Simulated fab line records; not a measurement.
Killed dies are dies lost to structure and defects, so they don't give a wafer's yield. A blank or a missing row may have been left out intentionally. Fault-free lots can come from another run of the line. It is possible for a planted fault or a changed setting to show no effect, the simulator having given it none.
fab line records ; flow nand_harc
[record] lots = 15; wafers = 43; last_day = 24
route steps=1159 shown A_CONTACT@958 A_BLC@977
lots that met no fault: taken from a fault-free run of the same line
start_h: the number of hours between the record's first day and the start of the first shown wafer of the lot ; wait_h: hours since the lot's step before ; " as in the row above ; L1.1+2: a single row standing in for several wafers ; - no value present, or no start provided ; * or withheld: withheld ; < > ~ a bound
route shown NAME@n: names a module that has steps shown in the file, with the first one's number in the route ; usual: average and standard deviation across the fault-free wafers ; same: alike in all rows ; chamber/n: place in a boat ; sites: each site's reading ; _std_site: their standard deviation ; _edge_site: the outer-site mean with the inner-site mean subtracted ; radius_mm: how far each site lies from the wafer's centre ; mask NAME#n: copy n ; behind: the last tool/chamber to shape the wafer ; hold: what put the lot on hold/how long, in hours/how the hold closed ; device: transistor that didn't switch, given as n, p or np ; end of line: tests run on the same wafers once the route is complete ; a step with no rows: only its recipe ; killed: dies that structure and defects cost at the first sort, which is not the same as the wafer's yield ; map: a wafer's dies, marking killed ones x, the rest . and places with no die _
set.NAME: the setting the step ran with; set.NAME@STEP: the setting that earlier step ran with ; model.NAME: the simulator's own value behind a step, which no gauge read
steps of the route over a sample of lots; a table a step, a row a wafer
services: when a tool's chamber went out of use (start_h, in hours from the record's first day, below 0 if earlier), for how many hours, and the reason
[[steps]]
[step NHARC_A_CONTACT_ALD_18]
[recipe] target_thk_a = 30; pulse_time_s = 1; ald_cycles = 150; temp_c = 450; material = TiN
[usual] heater_power_w = 1090/140; precursor_pulse_height_rel = 0.999/0.018
lot.wafer;tool;chamber;start_h;wait_h;heater_power_w;precursor_pulse_height_rel
L349.4;ald_metal-03;0;380.57;-;1279;0.983
L349.6;ald_metal-03;3;380.57;-;960;1.001
L349.5;ald_metal-03;0;380.57;-;1262;0.987
L352.2;ald_metal-03;1;393.96;-;1330;0.999
L352.1;ald_metal-03;0;393.96;-;1270;1.034
L352.6;ald_metal-03;2;393.96;-;1013;1.030
L354.2;ald_metal-03;2;398.65;-;1024;1.009
L354.6;ald_metal-03;1;398.65;-;1337;0.996
L354.5;ald_metal-03;2;398.65;-;1002;0.980
L350.4;ald_metal-04;1;400.18;-;1069;0.981
L350.5;ald_metal-04;2;400.18;-;954;0.982
L350.6;ald_metal-04;3;400.18;-;982;1.016
L353.2;ald_metal-01;2;403.98;-;1217;0.986
L353.1;ald_metal-01;3;403.98;-;1162;1.021
L353.5;ald_metal-01;2;403.98;-;1275;0.972
L355.3;ald_metal-03;2;432.38;-;998;1.040
L355.6;ald_metal-03;2;432.38;-;998;0.986
L355.5;ald_metal-03;3;432.38;-;940;1.008
L356.2;ald_metal-04;2;434.78;-;900;1.016
L356.4;ald_metal-04;0;434.78;-;1107;0.987
L356.6;ald_metal-04;2;434.78;-;916;0.974
L358.1;ald_metal-04;2;441.52;-;934;1.005
L358.2;ald_metal-04;0;441.52;-;1134;1.006
L358.5;ald_metal-04;1;441.52;-;1082;0.977
L357.1;ald_metal-01;0;443.12;-;909;1.000
L357.5;ald_metal-01;3;443.12;-;1180;0.978
L357.4;ald_metal-01;0;443.12;-;943;0.987
L360.3;ald_metal-01;0;449.81;-;940;0.982
L360.1;ald_metal-01;2;449.81;-;1262;0.983
L360.6;ald_metal-01;0;449.81;-;928;1.010
L364.3;ald_metal-03;3;488.12;-;952;0.993
L364.4;ald_metal-03;1;488.12;-;1291;0.992
L368.3;ald_metal-04;3;496.76;-;1026;1.015
L368.6;ald_metal-04;2;496.76;-;921;0.951
L369.3;ald_metal-01;0;509.24;-;890;0.989
L369.4;ald_metal-01;1;509.24;-;1074;0.999
L369.1;ald_metal-01;2;509.24;-;1192;0.977
L370.3;ald_metal-03;3;511.47;-;1038;0.989
L370.4;ald_metal-03;0;511.47;-;1285;1.017
L370.1;ald_metal-03;1;511.47;-;1255;0.995
L372.4;ald_metal-03;0;533.14;-;1290;0.990
L372.2;ald_metal-03;1;533.14;-;1256;0.987
L372.5;ald_metal-03;0;533.14;-;1300;0.983
[step NHARC_A_BLC_DESCUM_15]
[recipe] time_s = 3; o2_flow_sccm = 200; ar_flow_sccm = 0; bias_power_w = 0; chemistry = O2
[usual] drypump_motor_current_A = 5.8/0.61; o2_flow_sccm = 200.0/0.6; oes_product_au = 0.998/0.0076; rf_vpp_V = 57.9/0.98; showerhead_plenum_p_Torr = 1.96/0.079; throttle_valve_pct = 11.311/0.0089
lot.wafer;tool;chamber;start_h;wait_h;drypump_motor_current_A;o2_flow_sccm;oes_product_au;rf_hours_counter_h;rf_vpp_V;showerhead_plenum_p_Torr;throttle_valve_pct
L349.4;rie_diel-11;3;382.70;0.1;5.4;200.2;1.005;1;58.1;2.08;11.314
L349.5;rie_diel-11;0;382.70;0.1;6.5;200.1;1.015;-;57.2;1.93;11.318
L349.6;rie_diel-11;1;382.70;0.1;5.5;200.3;1.001;-;57.3;1.83;11.315
L352.1;rie_diel-13;3;396.28;0.1;6.1;199.9;0.993;12;58.0;1.96;11.312
L352.2;rie_diel-13;0;396.28;0.1;5.8;198.9;0.993;12;58.0;1.91;11.306
L352.6;rie_diel-13;2;396.28;0.1;5.6;199.9;0.999;-;57.6;1.96;11.307
L354.2;rie_diel-13;0;400.85;0.1;5.8;200.0;0.996;12;57.2;1.91;11.318
L354.5;rie_diel-13;1;400.85;0.1;5.6;199.6;0.995;-;57.2;1.86;11.312
L354.6;rie_diel-13;2;400.85;0.1;5.6;200.0;0.993;-;58.3;1.95;11.316
L350.4;rie_diel-12;0;403.98;0.1;6.7;200.3;1.001;2;59.5;2.03;11.323
L350.5;rie_diel-12;0;403.98;0.1;6.7;200.2;1.012;-;58.3;2.03;11.302
L350.6;rie_diel-12;1;403.98;0.1;6.6;200.8;1.005;-;57.0;2.05;11.299
L353.2;rie_diel-12;1;409.75;0.1;6.6;200.0;0.996;3;58.3;2.05;11.319
L353.1;rie_diel-12;2;409.75;0.1;5.0;199.2;1.002;3;58.5;2.02;11.320
L353.5;rie_diel-12;0;409.75;0.1;6.7;200.0;1.003;-;58.3;2.03;11.318
L355.3;rie_diel-12;1;435.11;0.1;6.6;200.9;0.994;6;59.9;2.05;11.289
L355.5;rie_diel-12;1;435.11;0.1;6.6;200.5;0.988;-;59.9;2.05;11.312
L355.6;rie_diel-12;2;435.11;0.1;5.0;199.9;0.994;-;60.1;2.02;11.320
L356.4;rie_diel-13;1;436.95;0.1;5.6;199.0;1.007;12;58.2;1.86;11.309
L356.2;rie_diel-13;2;436.95;0.1;5.6;199.8;1.006;15;58.0;1.95;11.311
L356.6;rie_diel-13;0;436.95;0.1;5.8;199.6;0.996;-;58.3;1.91;11.317
L358.1;rie_diel-11;2;443.78;0.1;5.4;200.0;1.002;24;56.8;1.96;11.314
L358.2;rie_diel-11;3;443.78;0.1;5.4;200.4;1.004;26;57.5;2.07;11.304
L358.5;rie_diel-11;2;443.78;0.1;5.4;199.4;1.004;-;57.2;1.96;11.323
L357.4;rie_diel-11;3;445.18;0.1;5.4;200.1;1.005;26;57.6;2.07;11.314
L357.1;rie_diel-11;1;445.18;0.1;5.5;200.0;0.999;24;57.8;1.82;11.317
L357.5;rie_diel-11;3;445.18;0.1;5.4;198.9;1.027;-;58.2;2.07;11.328
L360.3;rie_diel-12;0;452.74;0.1;6.7;199.8;1.000;8;58.5;2.03;11.300
L360.1;rie_diel-12;2;452.74;0.1;5.0;199.9;0.993;8;58.3;2.02;11.312
L360.6;rie_diel-12;0;452.74;0.1;6.7;199.8;0.998;-;59.8;2.03;11.324
L364.3;rie_diel-12;3;495.36;0.1;5.3;200.9;0.997;11;56.7;1.83;11.310
L364.4;rie_diel-12;1;495.36;0.1;6.6;200.9;0.997;-;58.6;2.05;11.316
L368.3;rie_diel-12;1;501.93;0.1;6.6;200.7;1.003;14;59.9;2.05;11.302
L368.6;rie_diel-12;3;501.93;0.1;5.3;199.6;1.002;-;56.0;1.83;11.313
L369.3;rie_diel-12;0;514.63;0.1;6.7;200.3;0.995;14;57.9;2.02;11.308
L369.1;rie_diel-12;1;514.63;0.1;6.6;199.8;0.994;16;58.0;2.05;11.316
L369.4;rie_diel-12;3;514.63;0.1;5.3;201.0;1.008;15;57.7;1.83;11.294
L370.1;rie_diel-13;3;515.80;0.1;6.0;199.4;0.997;5;57.5;1.95;11.291
L370.3;rie_diel-13;1;515.80;0.1;5.6;200.3;1.001;5;58.2;1.86;11.298
L370.4;rie_diel-13;2;515.80;0.1;5.6;200.7;0.980;5;57.2;1.95;11.313
L372.4;rie_diel-13;0;540.17;0.1;5.8;200.7;0.988;7;58.3;1.90;11.299
L372.2;rie_diel-13;1;540.17;0.1;5.7;200.1;1.011;7;55.7;1.86;11.319
L372.5;rie_diel-13;0;540.17;0.1;5.8;199.7;0.983;-;56.2;1.90;11.310
[step NHARC_A_BLC_ETCH_17]
[recipe] target_depth_a = 3900; over_etch_frac = 0.25; time_s = 609.38; ion_energy_ev = 200; n2_flow_sccm = 150; h2_flow_sccm = 150; ar_flow_sccm = 0; rf_w = 400; bias_w = 150; chemistry = N2/H2
[usual] drypump_motor_current_A = 5.8/0.6; oes_product_au = 0.996/0.0084; rf_vpp_V = 431.6/2.7; run_length_s = 630.7/0.56; showerhead_plenum_p_Torr = 2.08/0.088; throttle_valve_pct = 14.171/0.01
lot.wafer;tool;chamber;start_h;wait_h;drypump_motor_current_A;oes_product_au;rf_hours_counter_h;rf_vpp_V;run_length_s;showerhead_plenum_p_Torr;throttle_valve_pct
L349.4;rie_diel-11;3;383.24;-;5.5;1.008;1;436.3;631.0;2.22;14.176
L349.6;rie_diel-11;0;383.24;-;6.5;1.010;-;431.5;630.3;2.06;14.160
L349.5;rie_diel-11;1;383.24;-;5.5;0.999;-;428.9;630.2;1.95;14.178
L352.2;rie_diel-13;2;396.53;-;5.7;0.993;11;431.6;629.5;2.09;14.157
L352.1;rie_diel-13;0;396.53;-;5.7;0.982;12;430.3;630.9;2.03;14.155
L352.6;rie_diel-13;1;396.53;-;5.6;0.987;-;427.9;630.7;1.98;14.157
L354.2;rie_diel-13;3;401.04;-;6.1;1.004;13;433.2;630.8;2.09;14.163
L354.6;rie_diel-13;2;401.04;-;5.6;0.982;-;430.0;630.1;2.08;14.174
L354.5;rie_diel-13;3;401.04;-;6.1;1.004;-;431.6;630.3;2.09;14.182
L350.4;rie_diel-12;2;404.15;-;4.9;1.001;2;434.9;631.4;2.15;14.155
L350.5;rie_diel-12;2;404.15;-;5.0;0.999;-;431.1;632.0;2.15;14.167
L350.6;rie_diel-12;3;404.15;-;5.3;0.985;-;428.0;631.3;1.96;14.180
L353.2;rie_diel-12;2;410.00;-;5.0;1.007;3;432.7;631.6;2.15;14.191
L353.1;rie_diel-12;3;410.00;-;5.3;0.996;3;427.8;631.1;1.96;14.175
L353.5;rie_diel-12;0;410.00;-;6.7;0.999;-;433.6;631.0;2.17;14.156
L355.3;rie_diel-12;3;435.36;-;5.3;1.006;6;428.0;630.8;1.95;14.170
L355.5;rie_diel-12;2;435.36;-;5.0;1.003;-;433.2;632.0;2.15;14.184
L355.6;rie_diel-12;3;435.36;-;5.3;0.998;-;426.6;630.6;1.95;14.170
L356.4;rie_diel-13;1;437.12;-;5.6;0.998;12;428.2;630.6;1.98;14.175
L356.2;rie_diel-13;0;437.12;-;5.7;0.997;16;429.6;631.5;2.03;14.152
L356.6;rie_diel-13;1;437.12;-;5.7;0.986;-;430.2;630.4;1.98;14.172
L358.1;rie_diel-11;2;443.99;-;5.4;1.008;24;431.6;630.2;2.09;14.168
L358.2;rie_diel-11;0;443.99;-;6.5;1.019;26;431.9;629.8;2.06;14.169
L358.5;rie_diel-11;1;443.99;-;5.5;1.004;-;427.8;630.3;1.94;14.173
L357.4;rie_diel-11;3;445.40;-;5.4;1.012;26;435.4;630.9;2.21;14.177
L357.1;rie_diel-11;1;445.40;-;5.5;0.997;25;427.2;630.4;1.94;14.185
L357.5;rie_diel-11;2;445.40;-;5.4;1.008;-;430.3;630.7;2.09;14.174
L360.3;rie_diel-12;2;453.00;-;5.0;0.996;8;434.5;631.6;2.15;14.192
L360.1;rie_diel-12;3;453.00;-;5.4;0.982;8;428.6;630.6;1.95;14.172
L360.6;rie_diel-12;1;453.00;-;6.6;0.990;-;434.6;630.8;2.19;14.173
L364.3;rie_diel-12;3;495.62;-;5.3;0.993;11;428.2;630.8;1.95;14.175
L364.4;rie_diel-12;2;495.62;-;5.0;0.990;-;432.5;392.6;2.15;14.182
L368.3;rie_diel-12;1;502.25;-;6.6;1.004;14;433.6;630.0;2.19;14.178
L368.6;rie_diel-12;2;502.25;-;5.0;1.010;-;434.3;392.2;2.15;14.166
L369.1;rie_diel-12;1;514.80;-;6.6;0.991;17;434.4;630.2;2.19;14.187
L369.3;rie_diel-12;3;514.80;-;5.3;0.997;15;428.5;631.1;1.95;14.171
L369.4;rie_diel-12;0;514.80;-;6.8;0.991;14;435.5;392.1;2.16;14.176
L370.4;rie_diel-13;0;516.02;-;5.7;0.982;5;430.7;631.1;2.03;14.171
L370.3;rie_diel-13;1;516.02;-;5.6;0.992;5;427.4;630.3;1.98;14.178
L370.1;rie_diel-13;2;516.02;-;5.6;0.972;5;431.3;630.1;2.08;14.149
L372.2;rie_diel-13;2;540.39;-;5.6;0.985;7;432.4;630.1;2.08;14.193
L372.4;rie_diel-13;0;540.39;-;5.8;0.994;7;430.3;631.4;2.03;14.170
L372.5;rie_diel-13;2;540.39;-;5.6;0.988;-;432.6;629.6;2.08;14.167
[step NHARC_A_BLC_DEGAS_30]
[recipe] temp_c = 300; time_s = 60
[usual] heater_power_w = 466/32
lot.wafer;tool;chamber;start_h;wait_h;heater_power_w
L349.4;pvd_sputter-01;-;385.03;-;472
L349.6;pvd_sputter-01;-;385.03;-;444
L349.5;pvd_sputter-01;-;385.03;-;496
L352.2;pvd_sputter-03;-;397.88;-;425
L352.1;pvd_sputter-03;-;397.88;-;476
L352.6;pvd_sputter-03;-;397.88;-;484
L354.2;pvd_sputter-02;-;402.54;-;479
L354.6;pvd_sputter-02;-;402.54;-;438
L354.5;pvd_sputter-02;-;402.54;-;497
L350.4;pvd_sputter-03;-;405.58;-;467
L350.6;pvd_sputter-03;-;405.58;-;483
L350.5;pvd_sputter-03;-;405.58;-;423
L353.1;pvd_sputter-01;-;411.31;-;445
L353.2;pvd_sputter-01;-;411.31;-;497
L353.5;pvd_sputter-01;-;411.31;-;450
L355.3;pvd_sputter-01;-;436.70;-;502
L355.5;pvd_sputter-01;-;436.70;-;483
L355.6;pvd_sputter-01;-;436.70;-;492
L356.2;pvd_sputter-02;-;438.51;-;414
L356.4;pvd_sputter-02;-;438.51;-;538
L356.6;pvd_sputter-02;-;438.51;-;429
L358.2;pvd_sputter-01;-;445.34;-;442
L358.1;pvd_sputter-01;-;445.34;-;452
L358.5;pvd_sputter-01;-;445.34;-;450
L357.1;pvd_sputter-01;-;446.76;-;444
L357.4;pvd_sputter-01;-;446.76;-;505
L357.5;pvd_sputter-01;-;446.76;-;450
L360.1;pvd_sputter-03;-;454.32;-;491
L360.3;pvd_sputter-03;-;454.32;-;417
L360.6;pvd_sputter-03;-;454.32;-;463
L364.4;pvd_sputter-01;-;497.11;-;486
L364.3;pvd_sputter-01;-;497.11;-;450
L368.3;pvd_sputter-02;-;503.70;-;476
L368.6;pvd_sputter-02;-;503.70;-;530
L369.3;pvd_sputter-03;-;516.21;-;484
L369.4;pvd_sputter-03;-;516.21;-;466
L369.1;pvd_sputter-03;-;516.21;-;502
L370.1;pvd_sputter-03;-;517.36;-;448
L370.4;pvd_sputter-03;-;517.36;-;443
L370.3;pvd_sputter-03;-;517.36;-;484
L372.2;pvd_sputter-02;-;541.75;-;418
L372.4;pvd_sputter-02;-;541.75;-;523
L372.5;pvd_sputter-02;-;541.75;-;486
[[services]]
tool;chamber;start_h;hours;kind
rie_diel-13;1;366.36;30.1;repair
rie_diel-11;-;366.50;9.0;pm
rie_diel-12;0;369.94;2.3;repair
rie_diel-12;1;373.02;6.4;repair
rie_diel-12;-;379.40;9.0;pm
pvd_sputter-02;-;392.03;10.0;pm
ald_metal-03;-;398.92;0.3;repair
ald_metal-04;-;406.00;10.0;pm
ald_metal-01;-;408.91;1.0;repair
ald_metal-01;1;416.86;12.9;repair
ald_metal-01;1;433.74;17.3;repair
pvd_sputter-01;-;448.04;17.1;repair
rie_diel-13;-;453.10;9.0;pm
ald_metal-01;-;458.00;10.0;pm
pvd_sputter-03;-;458.07;10.0;pm
ald_metal-03;0;485.34;21.7;repair
rie_diel-12;0;488.47;15.5;repair
ald_metal-03;-;500.00;10.0;pm
pvd_sputter-01;-;514.00;10.0;pm
rie_diel-12;3;533.44;8.5;repair
pvd_sputter-01;-;533.83;4.3;repair
rie_diel-13;3;534.69;4.3;repair
rie_diel-11;0;539.67;1.9;repair
pvd_sputter-03;-;540.00;6.7;repair
[[key]]
[first_sign] step = NHARC_A_BLC_ETCH_17; reading = run_length_s; direction = down; sigmas = 99+; usual = *; struck = *
effect none on later readings
met_at NHARC_A_BLC_ETCH_17
struck_lots L364,L368,L369
struck_wafers L364.4,L368.6,L369.4
later_rows_left_out L364.4,L368.6,L369.4
sort_left_out L364.4,L368.6,L369.4
tester_left_out L364,L368,L369
not_acting_at NHARC_A_CONTACT_ALD_18,NHARC_A_BLC_DESCUM_15,NHARC_A_BLC_DEGAS_30
onset_between 453.00 495.62
[fault] kind = process_parameter_drift; tool = rie_diel-12; chamber = -; onset_h = 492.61; steps = NHARC_A_BLC_ETCH_17; channel = time_s; offset = *; shape = step; end_h = 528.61; scope = struck_wafers_only; acts_in = *; stated = *
// tester_left_out: of these lots the tester's yield and bins aren't shown, on N5 and GAA mostly nor the transistor test; their killed dies are dies lost to structure and defects alone, not to doping, threshold or leakage, so they don't give the yield
// sort_left_out: the simulated sort isn't trusted on such a fault, so these wafers' sort isn't shown, and their yield isn't known
// later_rows_left_out: the simulator's readings of these wafers behind a module that went badly wrong aren't trusted and aren't shown, but for the sort
